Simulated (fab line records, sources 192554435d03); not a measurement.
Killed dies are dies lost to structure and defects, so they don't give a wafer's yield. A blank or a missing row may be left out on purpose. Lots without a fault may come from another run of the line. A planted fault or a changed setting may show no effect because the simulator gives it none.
Chamber matching | flow n5_finfet | N5_SDB_STRIP_21 on rie_diel-02: 4 sister chambers
The step strips in CF4. 8 wafers are shown with their chamber, then 7 later ones without.

WAFERS WITH THEIR CHAMBER
wafer  | chamber | showerhead_plenum_p_Torr (Torr) | drypump_motor_current_A (A)
L077.1 | 1       | 1.87                            | 5.9
L077.2 | 3       | 1.79                            | 5.6
L086.5 | 1       | 1.87                            | 5.9
L086.6 | 0       | 1.80                            | 5.5
L088.4 | 3       | 1.78                            | 5.6
L088.5 | 2       | 1.78                            | 5.4
L089.1 | 0       | 1.80                            | 5.6
L089.2 | 2       | 1.78                            | 5.4

WAFERS WITHOUT THEIR CHAMBER
wafer  | showerhead_plenum_p_Torr (Torr) | drypump_motor_current_A (A)
L089.6 | 1.78                            | 5.3
L091.2 | 1.80                            | 5.6
L091.3 | 1.86                            | 5.9
L091.6 | 1.86                            | 5.9
L096.2 | 1.86                            | 5.9
L096.5 | 1.79                            | 5.6
L096.6 | 1.78                            | 5.6

WHICH CHAMBER EACH WENT THROUGH
wafer  | from the rows above     | in truth
L089.6 | 2                       | 2
L091.2 | 0                       | 0
L091.3 | 1                       | 1
L091.6 | 1                       | 1
L096.2 | 1                       | 1
L096.5 | can't be placed: 3 or 0 | 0
L096.6 | 3                       | 3
Placed correctly: 6 of 7. Can't be placed from these rows: 1 (the true chamber is among the candidates in 1). Placed wrongly: 0.
How it was worked out, from the rows above alone: a wafer's distance from a chamber is the root of the sum, over the readings, of the square of ((its reading less the chamber's mean) divided by the reading's scatter). The wafer belongs to the nearest chamber; if the next one is less than 2 further off, it can't be placed. A chamber's mean is the mean of its shown wafers. The scatter: the root of (the sum of the squares of (reading less its chamber's mean) over the shown wafers, divided by (wafers less chambers)).
